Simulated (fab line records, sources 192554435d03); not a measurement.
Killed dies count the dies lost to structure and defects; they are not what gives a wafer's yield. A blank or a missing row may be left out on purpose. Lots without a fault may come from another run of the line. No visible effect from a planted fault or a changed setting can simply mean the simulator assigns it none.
fab line records	flow n5-finfet
[record] lots = 7	wafers = 21
route steps=1938 shown MOL_CONTACT_COAG@595 BEOL_M0_SAQP@635 BEOL_M0@726 BEOL_M1@756 BEOL_M2@882 BEOL_M3@972
start-h: hours from the record's first day to the start of the lot's first wafer shown	wait-h: how many hours have passed since the lot's step before this one	" repeats the value in the row above	L1.1+2: one row covering several wafers at once	- either no value or no given start	* or withheld: withheld	< > ~ a bound
route shown NAME@n: NAME is a module with steps in the file, n the number in the route of the first one	usual: mean/standard deviation taken from wafers without a fault	same: alike in all rows	chamber/n: place in a boat	sites: per-site readings	_std_site: how widely they spread, as a standard deviation	_edge_site: mean of outer sites minus mean of inner sites	radius-mm: for every site, how far away it sits from the centre of the wafer	mask NAME#n: copy n	behind: tool/chamber where the wafer was last shaped	hold: what put the lot on hold/how long, in hours/how the hold closed	device: transistor that didn't switch, given as n, p or np	end of line: the route-end tests of the same wafers	for a step that has no rows: nothing shown but its recipe	killed: dies lost to structure and defects at the first sort, not the wafer's yield	map: shows each die of a wafer: x if killed, . if not, _ if none is there
set.NAME: the run value of the setting; set.NAME@STEP: its run value at that earlier step	model.NAME: the simulator's own value behind a step, which no gauge read
one table per step and one row per wafer, for lots whose settings were changed on purpose
[[steps]]
[step N5_MOL_CONTACT_COAG_COAT_64]
[recipe] resist = underlayer	temp-c = 205	time-s = 60	spin-rpm = 1500	resist-thk-nm = 10
lot.wafer	tool	chamber	start-h	wait-h	set.spin-rpm	model.underlayer_of_MOL_CONTACT_COAG_COAT_64.thk-nm
L076.1+6	litho-track-05	0	-	-	1425	10.4
L076.4	"	0	"	"	1500	10
L081.1+2	litho-track-05	0	-	-	1500	10
L081.3	"	0	"	"	1351	10.6
L083.1	litho-track-01	0	-	-	1613	9.6
L083.4+5	"	0	"	"	1500	10
L088.1+2	litho-track-01	0	-	-	1500	10
L088.3	"	0	"	"	1428	10.2
L089.3	litho-track-01	0	-	-	1340	10.6
L089.4+6	"	0	"	"	1500	10
L096.1+4+6	litho-track-01	0	-	-	1500	10
L097.3+4	litho-track-05	0	-	-	1550	9.8
L097.6	"	0	"	"	1500	10
[step N5_MOL_CONTACT_COAG_COAT_34]
[recipe] resist = CAR-EUV	spin-rpm = 1500	resist-thk-nm = 40
[step N5_MOL_CONTACT_COAG_EBR_36]
[recipe] solvent = PGMEA	ebr-width-mm = 1.5
[step N5_MOL_CONTACT_COAG_DESCUM_45]
[recipe] chemistry = O2	time-s = 7	source-power-w = 50	bias-power-w = 20	pressure-mtorr = 20	rf-frequency-hz = 2.712e+07	temp-c = 40	resist = CAR-EUV	o2-flow-sccm = 225
[step N5_MOL_CONTACT_COAG_ETCH_65]
[recipe] chemistry = N2/H2	target = underlayer	target-depth-a = 130	mask-material = CAR-EUV	time-s = 10.4	ion-energy-ev = 200	pressure-mtorr = 30	source-w = 840	bias-w = 150	n2-flow-sccm = 200	h2-flow-sccm = 200	ends = cleared
lot.wafer	tool	chamber	start-h	wait-h	set.spin-rpm@MOL_CONTACT_COAG_COAT_64	model.etch.depth-nm	model.CAR-EUV_of_MOL_CONTACT_COAG_COAT_34.thk-nm
L076.1	rie-diel-06	3	112.53	0.0	1425	10.34	24.4
L076.4	"	3	"	"	1500	10.07	24.6
L076.6	"	2	"	"	1425	10.31	24.6
L081.1	rie-diel-01	2	142.97	0.0	1500	10.1	24.6
L081.2	"	1	"	"	1500	10.09	24.6
L081.3	"	0	"	"	1351	10.66	24
L083.1	rie-diel-01	3	155.10	0.0	1613	9.656	25.2
L083.4	"	1	"	"	1500	10.01	24.6
L083.5	"	3	"	"	1500	10	24.8
L088.1	rie-diel-06	2	181.37	0.0	1500	9.96	24.4
L088.2	"	1	"	"	1500	9.983	24.6
L088.3	"	3	"	"	1428	10.21	24.4
L089.3	rie-diel-02	0	192.36	0.0	1340	10.6	23.8
L089.4	"	1	"	"	1500	10.05	24.6
L089.6	"	3	"	"	1500	10.06	24.6
L096.1	rie-diel-06	0	232.69	0.0	1500	9.997	24.6
L096.4	"	2	"	"	1500	10	24.4
L096.6	"	0	"	"	1500	10.01	24.8
L097.3	rie-diel-02	1	236.09	0.0	1550	9.839	24.8
L097.4	"	0	"	"	1550	9.835	24.8
L097.6	"	1	"	"	1500	10.04	24.6
[step N5_MOL_CONTACT_COAG_ETCH_66]
[recipe] chemistry = CF4	target = SiARC	target-depth-a = 130	mask-material = CAR-EUV	time-s = 21.7	ion-energy-ev = 80	pressure-mtorr = 40	source-w = 545	bias-w = 36	Ar_flow_sccm = 100	cf4-flow-sccm = 100	ends = cleared
lot.wafer	tool	chamber	start-h	wait-h	set.spin-rpm@MOL_CONTACT_COAG_COAT_64	model.CAR-EUV_of_MOL_CONTACT_COAG_COAT_34.thk-nm
L076.1	rie-diel-06	3	112.55	0.0	1425	16.6
L076.4	"	3	"	"	1500	17
L076.6	"	2	"	"	1425	16.8
L081.1+2	rie-diel-01	2,1	142.99	0.0	1500	17
L081.3	"	0	"	"	1351	16.4
L083.1	rie-diel-01	3	155.12	0.0	1613	17.6
L083.4	"	1	"	"	1500	16.8
L083.5	"	3	"	"	1500	17.2
L088.1+2	rie-diel-06	2,1	181.39	0.0	1500	16.8
L088.3	"	3	"	"	1428	16.6
L089.3	rie-diel-02	0	192.38	0.0	1340	16
L089.4+6	"	1,3	"	"	1500	16.8
L096.1+6	rie-diel-06	0	232.71	0.0	1500	17
L096.4	"	2	"	"	1500	16.8
L097.3	rie-diel-02	1	236.11	0.0	1550	17
L097.4	"	0	"	"	1550	17.2
L097.6	"	1	"	"	1500	17
[step N5_MOL_CONTACT_COAG_ALD_133]
[recipe] material = SiO2	target-thk-a = 50	temp-c = 100	ald-precursor-family = BDEAS	ald-co-reactant = O2-plasma	pulse-time-s = 1	co-reactant-pulse-time-s = 1	purge-time-s = 2	co-reactant-purge-time-s = 2	ald-cycles = 35	pressure-torr = 2
[step N5_MOL_CONTACT_COAG_ETCHBACK_134]
[recipe] chemistry = CHF3	target = SiO2	target-depth-a = 100	time-s = 6.7	ion-energy-ev = 200	pressure-mtorr = 30	source-w = 610	bias-w = 170	Ar_flow_sccm = 200	CHF3_flow_sccm = 50
lot.wafer	tool	chamber	start-h	wait-h	set.spin-rpm@MOL_CONTACT_COAG_COAT_64	model.CAR-EUV_of_MOL_CONTACT_COAG_COAT_34.thk-nm
L076.1	rie-diel-02	3	113.43	0.2	1425	15.2
L076.4	"	3	"	"	1500	15.6
L076.6	"	1	"	"	1425	15.4
L081.1+2	rie-diel-02	1,3	143.32	0.2	1500	15.6
L081.3	"	0	"	"	1351	15
L083.1	rie-diel-06	2	155.38	0.1	1613	16.2
L083.4	"	3	"	"	1500	15.4
L083.5	"	0	"	"	1500	15.6
L088.1	rie-diel-06	1	181.68	0.1	1500	15.2
L088.2	"	0	"	"	1500	15.4
L088.3	"	2	"	"	1428	15.2
L089.3	rie-diel-02	0	193.01	0.1	1340	14.6
L089.4+6	"	1	"	"	1500	15.4
L096.1+6	rie-diel-02	3,0	233.12	0.1	1500	15.6
L096.4	"	0	"	"	1500	15.4
L097.3	rie-diel-02	3	236.55	0.3	1550	15.6
L097.4	"	1	"	"	1550	15.8
L097.6	"	0	"	"	1500	15.6
[step N5_BEOL_M0_SAQP_PECVD_03]
[recipe] material = SiCN	target-thk-a = 120	temp-c = withheld	precursor = 3MS/NH3	pressure-torr = 3	rf-w = 202	time-s = 21.1
lot.wafer	tool	chamber	start-h	wait-h	set.time-s	model.SiCN_of_BEOL_M0_SAQP_PECVD_03.thk-nm
L076.1	pecvd-01	2	121.84	0.1	18.33	10
L076.4	"	0	"	"	18.33	10.4
L076.6	"	2	"	"	21.1	12.2
L081.1	pecvd-01	0	149.66	0.1	17.96	9.8
L081.2	"	1	"	"	17.96	10.2
L081.3	"	2	"	"	21.1	11.8
L083.1+5	pecvd-02	1	160.97	0.1	21.1	11.6
L083.4	"	2	"	"	21.1	12
L088.1	pecvd-01	2	188.10	0.1	23.93	13.4
L088.2	"	0	"	"	21.1	11.8
L088.3	"	1	"	"	21.1	12
L089.3	pecvd-01	2	198.12	0.1	21.1	11.6
L089.4+6	"	0,2	"	"	21.1	12
L096.1+4+6	pecvd-02	0,0,1	239.68	0.1	21.1	12
L097.3	pecvd-01	0	242.64	0.1	21.1	11.4
L097.4+6	"	0,2	"	"	21.1	11.8
[step N5_BEOL_M0_SAQP_EXPOSE_11]
[recipe] mask-id = M0_CORE	na = 1.35	source-shape = dipole	sigma-inner = 0.538	sigma-outer = 0.738	polarization = te	target-cd-nm = 42	dose-mj = 55
lot.wafer	tool	chamber	start-h	wait-h	mask	set.dose-mj
L076.1+4+6	arfi-scanner-01	0	122.41	-	M0_CORE#0	55
L081.1+3	arfi-scanner-01	0	150.22	-	M0_CORE#0	57.12
L081.2	"	0	"	"	M0_CORE#0	55
L083.1+4+5	arfi-scanner-03	0	161.54	-	M0_CORE#0	55
L088.1+3	arfi-scanner-03	0	188.54	-	M0_CORE#0	55
L088.2	"	0	"	"	M0_CORE#0	58.14
L089.3+4+6	arfi-scanner-03	0	198.58	-	M0_CORE#0	55
L096.1+4+6	arfi-scanner-02	0	240.25	-	M0_CORE#0	55
L097.3+6	arfi-scanner-02	0	243.10	-	M0_CORE#0	58.86
L097.4	"	0	"	"	M0_CORE#0	55
[step N5_BEOL_M0_SAQP_PEB_12]
[recipe] peb-temp-c = withheld	peb-time-s = 60	resist = CAR-ArF
[step N5_BEOL_M0_SAQP_DEVELOP_13]
[recipe] develop-time-s = 30	developer = TMAH	resist = CAR-ArF	dev-temp-c = 23	rinse-liquid = diw	dry = air-spin
[step N5_BEOL_M0_SAQP_CD_MEAS_14]
[recipe] target-cd-nm = 42.5	landing-energy-ev = 500	detector = se-inlens
[usual] cd-nm = 42.4/0.39
lot.wafer	tool	chamber	start-h	wait-h	set.dose-mj@BEOL_M0_SAQP_EXPOSE_11	cd-nm
L076.1	cd-sem-03	0	122.54	-	55	42.7
L076.4	"	0	"	"	55	42.6
L076.6	"	0	"	"	55	42.7
L081.1	cd-sem-01	0	150.35	-	57.12	41.1
L081.2	"	0	"	"	55	41.9
L081.3	"	0	"	"	57.12	41.4
L083.1	cd-sem-02	0	161.66	-	55	42.5
L083.4	"	0	"	"	55	42.4
L083.5	"	0	"	"	55	41.9
L088.1	cd-sem-02	0	188.67	-	55	42.6
L088.2	"	0	"	"	58.14	40.5
L088.3	"	0	"	"	55	42.3
L089.3	cd-sem-01	0	198.70	-	55	42.7
L089.4	"	0	"	"	55	42.7
L089.6	"	0	"	"	55	42.6
L096.1	cd-sem-02	0	240.37	-	55	41.8
L096.4	"	0	"	"	55	42.4
L096.6	"	0	"	"	55	42.2
L097.3	cd-sem-01	0	243.21	-	58.86	40.3
L097.4	"	0	"	"	55	42.6
L097.6	"	0	"	"	58.86	40.1
[step N5_BEOL_M0_SAQP_ETCH_101]
[recipe] chemistry = CH3F/O2	target = SiNx	mask-material = SiO2	target-depth-a = 299	time-s = 42.7	pressure-mtorr = 30	source-w = 395	bias-w = 73	Ar_flow_sccm = 150	CH3F_flow_sccm = 30	O2_flow_sccm = 20	ion-energy-ev = 120
[step N5_BEOL_M0_SAQP_ETCH_102]
[recipe] chemistry = CF4	target = SiO2	target-depth-a = 40	ion-energy-ev = 350	time-s = 4.4	pressure-mtorr = 10	icp-w = 800	bias-w = 400	cf4-flow-sccm = 80
[step N5_BEOL_M0_SAQP_MANDREL_ETCH_103]
[recipe] chemistry = HBr/Cl2	target = a-Si	target-depth-a = 450	bt-time-s = 10	stop-on = SiCN	mask-material = SiO2	over-etch-frac = 0.8	time-s = 27	pressure-mtorr = 10	icp-w = 800	bias-w = 75	HBr_flow_sccm = 150	Cl2_flow_sccm = 80	ends = end-point
lot.wafer	tool	chamber	start-h	wait-h	set.time-s@BEOL_M0_SAQP_PECVD_03	model.SiCN_of_BEOL_M0_SAQP_PECVD_03.thk-nm
L076.1	rie-si-02	3	124.38	0.0	18.33	6.8
L076.4	"	1	"	"	18.33	7.4
L076.6	"	1	"	"	21.1	9
L081.1	rie-si-06	2	152.66	0.0	17.96	6.8
L081.2	"	1	"	"	17.96	7
L081.3	"	0	"	"	21.1	8.6
L083.1	rie-si-02	1	163.49	0.0	21.1	8.6
L083.4	"	3	"	"	21.1	8.8
L083.5	"	2	"	"	21.1	8.4
L088.1	rie-si-06	3	191.49	0.0	23.93	10.2
L088.2	"	0	"	"	21.1	8.6
L088.3	"	1	"	"	21.1	9
L089.3	rie-si-02	2	201.37	0.0	21.1	8.4
L089.4+6	"	1	"	"	21.1	8.8
L096.1	rie-si-03	2	242.96	0.0	21.1	8.8
L096.4+6	"	3,0	"	"	21.1	9
L097.3	rie-si-06	1	245.27	0.0	21.1	8.4
L097.4+6	"	2	"	"	21.1	8.6
[step N5_BEOL_M0_ETCH_109]
[recipe] chemistry = CH3F/O2	target-depth-a = 80	overetch-a = 24	target = SiCN	time-s = 27.4	ion-energy-ev = 120	pressure-mtorr = 30	source-w = 395	bias-w = 75	Ar_flow_sccm = 150	CH3F_flow_sccm = 30	O2_flow_sccm = 20
[usual] rf-vpp-V = 297.4/1.6
lot.wafer	tool	chamber	start-h	wait-h	set.bias-w	rf-vpp-V
L076.1	rie-diel-02	3	130.29	0.0	78.4	305.0
L076.4	"	2	"	"	78.4	307.9
L076.6	"	0	"	"	78.4	308.1
L081.1	rie-diel-01	3	157.18	0.0	75	297.1
L081.2	"	0	"	"	75	295.7
L081.3	"	1	"	"	75	295.6
L083.1	rie-diel-01	0	169.07	0.0	75	296.2
L083.4	"	1	"	"	75	294.8
L083.5	"	2	"	"	75	298.4
L088.1	rie-diel-06	2	197.99	0.0	75	297.7
L088.2	"	0	"	"	75	299.7
L088.3	"	3	"	"	75	296.3
L089.3	rie-diel-06	0	208.54	0.1	80.49	314.1
L089.4	"	1	"	"	80.49	310.4
L089.6	"	2	"	"	80.49	314.2
L096.1	rie-diel-06	0	247.82	0.0	75	299.8
L096.4	"	1	"	"	75	296.0
L096.6	"	0	"	"	75	298.8
L097.3	rie-diel-06	2	252.49	0.0	88.27	331.0
L097.4	"	3	"	"	88.27	327.7
L097.6	"	3	"	"	88.27	327.5
[step N5_BEOL_M1_COAT_62]
[recipe] resist = SiARC	temp-c = 220	time-s = 60	spin-rpm = 1500	resist-thk-nm = 12
lot.wafer	tool	chamber	start-h	wait-h	set.spin-rpm	model.SiARC_of_BEOL_M1_COAT_62.thk-nm
L076.1+4+6	litho-track-02	0	-	-	1500	12
L081.1+2+3	litho-track-02	0	-	-	1500	12
L083.1+5	litho-track-02	0	-	-	1658	11.4
L083.4	"	0	"	"	1500	12
L088.1+2+3	litho-track-01	0	-	-	1645	11.4
L089.3+4+6	litho-track-01	0	-	-	1500	12
L096.1+4+6	litho-track-01	0	-	-	1500	12
L097.3+4	litho-track-02	0	-	-	1500	12
L097.6	"	0	"	"	1571	11.8
[step N5_BEOL_M1_COAT_73]
[recipe] resist = underlayer	temp-c = 205	time-s = 60	spin-rpm = 1500	resist-thk-nm = 5
lot.wafer	tool	chamber	start-h	wait-h	set.spin-rpm
L076.1+4	litho-track-02	0	-	-	1652
L076.6	"	0	"	"	1500
L081.1+2+3	litho-track-02	0	-	-	1500
L083.1+5	litho-track-02	0	-	-	1601
L083.4	"	0	"	"	1500
L088.1	litho-track-01	0	-	-	1500
L088.2+3	"	0	"	"	1619
L089.3+4+6	litho-track-01	0	-	-	1500
L096.1+4+6	litho-track-01	0	-	-	1500
L097.3+6	litho-track-02	0	-	-	1500
L097.4	"	0	"	"	1544
[step N5_BEOL_M1_COAT_05]
[recipe] resist = CAR-EUV	spin-rpm = 1500	resist-thk-nm = 30
[step N5_BEOL_M1_EBR_07]
[recipe] solvent = PGMEA	ebr-width-mm = 1.5
[step N5_BEOL_M1_DESCUM_16]
[recipe] chemistry = O2	time-s = 7	source-power-w = 50	bias-power-w = 20	pressure-mtorr = 20	rf-frequency-hz = 2.712e+07	temp-c = 40	resist = CAR-EUV	o2-flow-sccm = 225
[step N5_BEOL_M1_ETCH_74]
[recipe] chemistry = N2/H2	target = underlayer	target-depth-a = 65	mask-material = CAR-EUV	time-s = 5.2	ion-energy-ev = 200	pressure-mtorr = 30	source-w = 840	bias-w = 150	n2-flow-sccm = 200	h2-flow-sccm = 200	ends = cleared
lot.wafer	tool	chamber	start-h	wait-h	set.spin-rpm@BEOL_M1_COAT_73	model.etch.depth-nm
L076.1	rie-diel-03	0	135.46	0.0	1652	4.763
L076.4	"	2	"	"	1652	4.76
L076.6	"	3	"	"	1500	4.989
L081.1+2	rie-diel-05	3,1	164.37	0.0	1500	5.016
L081.3	"	2	"	"	1500	5.02
L083.1	rie-diel-04	1	173.79	0.0	1601	4.839
L083.4	"	0	"	"	1500	5.008
L083.5	"	1	"	"	1601	4.841
L088.1	rie-diel-03	3	204.27	0.0	1500	5.014
L088.2	"	2	"	"	1619	4.815
L088.3	"	0	"	"	1619	4.82
L089.3	rie-diel-05	0	211.92	0.0	1500	4.984
L089.4	"	0	"	"	1500	4.983
L089.6	"	3	"	"	1500	4.985
L096.1	rie-diel-03	0	253.08	0.0	1500	4.976
L096.4	"	3	"	"	1500	4.972
L096.6	"	2	"	"	1500	4.97
L097.3	rie-diel-05	1	257.77	0.0	1500	5.01
L097.4	"	3	"	"	1544	4.928
L097.6	"	1	"	"	1500	5.015
[step N5_BEOL_M1_ETCH_63]
[recipe] chemistry = CF4	target = SiARC	target-depth-a = 156	mask-material = CAR-EUV	time-s = 26	ion-energy-ev = 80	pressure-mtorr = 40	source-w = 545	bias-w = 36	Ar_flow_sccm = 100	cf4-flow-sccm = 100	ends = cleared
lot.wafer	tool	chamber	start-h	wait-h	set.spin-rpm@BEOL_M1_COAT_62	model.etch.depth-nm
L076.1	rie-diel-03	0	135.48	0.0	1500	11.98
L076.4+6	"	2,3	"	"	1500	11.97
L081.1+3	rie-diel-05	3,2	164.39	0.0	1500	12.02
L081.2	"	1	"	"	1500	12
L083.1	rie-diel-04	1	173.81	0.0	1658	11.33
L083.4	"	0	"	"	1500	11.93
L083.5	"	1	"	"	1658	11.36
L088.1	rie-diel-03	3	204.29	0.0	1645	11.46
L088.2	"	2	"	"	1645	11.48
L088.3	"	0	"	"	1645	11.49
L089.3	rie-diel-05	0	211.93	0.0	1500	12.06
L089.4	"	0	"	"	1500	12.03
L089.6	"	3	"	"	1500	12.04
L096.1	rie-diel-03	0	253.09	0.0	1500	11.96
L096.4	"	3	"	"	1500	12.03
L096.6	"	2	"	"	1500	11.97
L097.3	rie-diel-05	1	257.79	0.0	1500	11.98
L097.4	"	3	"	"	1500	12.02
L097.6	"	1	"	"	1571	11.72
[step N5_BEOL_M2_ALD_98]
[recipe] material = SiO2	target-thk-a = 25	temp-c = 100	ald-precursor-family = BDEAS	ald-co-reactant = O2-plasma	pulse-time-s = 1	co-reactant-pulse-time-s = 1	purge-time-s = 2	co-reactant-purge-time-s = 2	ald-cycles = 17	pressure-torr = 2
lot.wafer	tool	chamber	start-h	wait-h	set.ald-cycles	model.SiO2_of_BEOL_M2_ALD_98.thk-nm
L076.1+4+6	ald-sin-03	3,2,3	145.82	0.1	20	3
L081.1	ald-sin-02	0	177.63	0.1	18	2.6
L081.2+3	"	2,1	"	"	17	2.4
L083.1+4+5	ald-sin-02	1,3,0	183.49	0.1	17	2.4
L088.1+2+3	ald-sin-02	1,2,3	216.98	0.1	17	2.6
L089.3	ald-sin-01	2	221.01	0.1	17	2.4
L089.4+6	"	1,0	"	"	20	3
L096.1+4+6	ald-sin-03	1,3,2	267.60	0.1	17	2.4
L097.3+4+6	ald-sin-01	1,3,3	269.63	0.3	17	2.4
[step N5_BEOL_M2_ETCH_70]
[recipe] chemistry = N2/H2	target = SOC	target-depth-a = 800	overetch-a = 240	mask-material = SiARC	temp-c = 40	time-s = 130	ion-energy-ev = 200	pressure-mtorr = 30	source-w = 840	bias-w = 150	n2-flow-sccm = 200	h2-flow-sccm = 200
[usual] rf-vpp-V = 523.9/2.6
lot.wafer	tool	chamber	start-h	wait-h	set.bias-w	rf-vpp-V	model.SiARC_of_BEOL_M2_COAT_68.thk-nm
L076.1	rie-diel-06	2	149.12	0.0	163.6	555.6	5.4
L076.4	"	1	"	"	150	522.6	5.4
L076.6	"	0	"	"	163.6	556.8	4.8
L081.1	rie-diel-02	3	180.67	0.0	150	523.1	5.8
L081.2	"	1	"	"	130.8	478.3	7
L081.3	"	0	"	"	130.8	483.9	7
L083.1	rie-diel-02	2	184.00	0.0	128.9	476.7	6.6
L083.4	"	1	"	"	150	521.9	6
L083.5	"	2	"	"	150	525.0	5.4
L088.1	rie-diel-02	3	226.40	0.0	132.9	484.1	6.8
L088.2	"	1	"	"	150	520.6	6
L088.3	"	0	"	"	132.9	489.2	6.8
L089.3	rie-diel-01	3	227.67	0.0	150	521.4	5.8
L089.4	"	2	"	"	141.8	507.0	6.4
L089.6	"	3	"	"	150	521.7	5.8
L096.1	rie-diel-06	3	267.83	0.0	150	521.1	5.6
L096.4	"	0	"	"	150	526.7	5.8
L096.6	"	1	"	"	150	521.5	5.4
L097.3	rie-diel-01	2	271.40	0.0	150	525.9	6
L097.4	"	1	"	"	164.7	550.4	5
L097.6	"	3	"	"	164.7	553.9	4.8
[step N5_BEOL_M3_ALD_98]
[recipe] material = SiO2	target-thk-a = 25	temp-c = 100	ald-precursor-family = BDEAS	ald-co-reactant = O2-plasma	pulse-time-s = 1	co-reactant-pulse-time-s = 1	purge-time-s = 2	co-reactant-purge-time-s = 2	ald-cycles = 17	pressure-torr = 2
lot.wafer	tool	chamber	start-h	wait-h	set.ald-cycles	model.SiO2_of_BEOL_M3_ALD_98.thk-nm
L076.1+4	ald-sin-01	2,0	158.77	0.1	17	2.6
L076.6	"	0	"	"	17	2.4
L081.1+3	ald-sin-01	1,0	187.45	0.7	20	3
L081.2	"	2	"	"	17	2.6
L083.1+4+5	ald-sin-03	3,0,0	190.91	0.3	17	2.4
L088.1	ald-sin-03	0	233.28	0.3	19	2.8
L088.2+3	"	1,3	"	"	17	2.6
L089.3+4+6	ald-sin-03	1,2,2	233.86	0.5	17	2.6
L096.1	ald-sin-03	3	276.66	0.1	17	2.4
L096.4+6	"	2,1	"	"	17	2.6
L097.3+4	ald-sin-01	2,0	278.76	0.1	15	2.2
L097.6	"	0	"	"	17	2.4
[step N5_BEOL_M3_ETCH_70]
[recipe] chemistry = N2/H2	target = SOC	target-depth-a = 800	overetch-a = 160	mask-material = SiARC	temp-c = 40	time-s = 120	ion-energy-ev = 200	pressure-mtorr = 30	source-w = 840	bias-w = 150	n2-flow-sccm = 200	h2-flow-sccm = 200
lot.wafer	tool	chamber	start-h	wait-h	set.time-s	model.SiARC_of_BEOL_M3_COAT_68.thk-nm
L076.1+4+6	rie-diel-05	2,0,1	168.80	0.0	120	6.6
L081.1	rie-diel-03	1	193.73	0.0	130.4	6
L081.2	"	0	"	"	130.4	5.6
L081.3	"	2	"	"	120	6.2
L083.1+5	rie-diel-05	0,3	197.35	0.0	120	6.4
L083.4	"	1	"	"	120	6.6
L088.1+2	rie-diel-04	0,3	233.45	0.0	142	5.4
L088.3	"	1	"	"	120	6.4
L089.3	rie-diel-03	0	235.79	0.0	120	6.2
L089.4+6	"	3	"	"	144	4.8
L096.1+4	rie-diel-05	3,1	281.35	0.0	120	6.4
L096.6	"	0	"	"	120	6.2
L097.3+6	rie-diel-03	3,0	281.52	0.0	120	6.2
L097.4	"	1	"	"	120	6.4
[[key]]
[split] step = N5_MOL_CONTACT_COAG_COAT_64	setting = spin-rpm	stated = 1500	by = wafer
[response] step = N5_MOL_CONTACT_COAG_COAT_64	reading = model.underlayer_of_MOL_CONTACT_COAG_COAT_64.thk-nm	change = -0.0579	per = 1%	r = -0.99
[response] step = N5_MOL_CONTACT_COAG_ETCH_65	reading = model.etch.depth-nm	change = -0.0521	per = 1%	r = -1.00
[response] step = N5_MOL_CONTACT_COAG_ETCH_65	reading = model.CAR-EUV_of_MOL_CONTACT_COAG_COAT_34.thk-nm	change = +0.0606	per = 1%	r = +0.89
[response] step = N5_MOL_CONTACT_COAG_ETCH_66	reading = model.CAR-EUV_of_MOL_CONTACT_COAG_COAT_34.thk-nm	change = +0.0664	per = 1%	r = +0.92
[response] step = N5_MOL_CONTACT_COAG_ETCHBACK_134	reading = model.CAR-EUV_of_MOL_CONTACT_COAG_COAT_34.thk-nm	change = +0.0672	per = 1%	r = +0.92
[split] step = N5_BEOL_M0_SAQP_PECVD_03	setting = time-s	stated = 21.1	by = wafer
[response] step = N5_BEOL_M0_SAQP_PECVD_03	reading = model.SiCN_of_BEOL_M0_SAQP_PECVD_03.thk-nm	change = +0.128	per = 1%	r = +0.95
[response] step = N5_BEOL_M0_SAQP_MANDREL_ETCH_103	reading = model.SiCN_of_BEOL_M0_SAQP_PECVD_03.thk-nm	change = +0.12	per = 1%	r = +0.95
[split] step = N5_BEOL_M0_SAQP_EXPOSE_11	setting = dose-mj	stated = 55	by = wafer
[response] step = N5_BEOL_M0_SAQP_CD_MEAS_14	reading = cd-nm	change = -0.314	per = 1%	r = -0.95
[split] step = N5_BEOL_M0_ETCH_109	setting = bias-w	stated = 75	by = lot
[response] step = N5_BEOL_M0_ETCH_109	reading = rf-vpp-V	change = +1.82	per = 1%	r = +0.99
[split] step = N5_BEOL_M1_COAT_62	setting = spin-rpm	stated = 1500	by = wafer
[response] step = N5_BEOL_M1_COAT_62	reading = model.SiARC_of_BEOL_M1_COAT_62.thk-nm	change = -0.0545	per = 1%	r = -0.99
[response] step = N5_BEOL_M1_ETCH_63	reading = model.etch.depth-nm	change = -0.0559	per = 1%	r = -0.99
[split] step = N5_BEOL_M1_COAT_73	setting = spin-rpm	stated = 1500	by = wafer
[response] step = N5_BEOL_M1_ETCH_74	reading = model.etch.depth-nm	change = -0.0239	per = 1%	r = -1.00
[split] step = N5_BEOL_M2_ALD_98	setting = ald-cycles	stated = 17	by = wafer
[response] step = N5_BEOL_M2_ALD_98	reading = model.SiO2_of_BEOL_M2_ALD_98.thk-nm	change = +0.034	per = 1%	r = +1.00
[split] step = N5_BEOL_M2_ETCH_70	setting = bias-w	stated = 150	by = wafer
[response] step = N5_BEOL_M2_ETCH_70	reading = rf-vpp-V	change = +3.18	per = 1%	r = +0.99
[response] step = N5_BEOL_M2_ETCH_70	reading = model.SiARC_of_BEOL_M2_COAT_68.thk-nm	change = -0.0771	per = 1%	r = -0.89
[split] step = N5_BEOL_M3_ALD_98	setting = ald-cycles	stated = 17	by = wafer
[response] step = N5_BEOL_M3_ALD_98	reading = model.SiO2_of_BEOL_M3_ALD_98.thk-nm	change = +0.02	per = 1%	r = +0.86
[split] step = N5_BEOL_M3_ETCH_70	setting = time-s	stated = 120	by = wafer
[response] step = N5_BEOL_M3_ETCH_70	reading = model.SiARC_of_BEOL_M3_COAT_68.thk-nm	change = -0.0614	per = 1%	r = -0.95
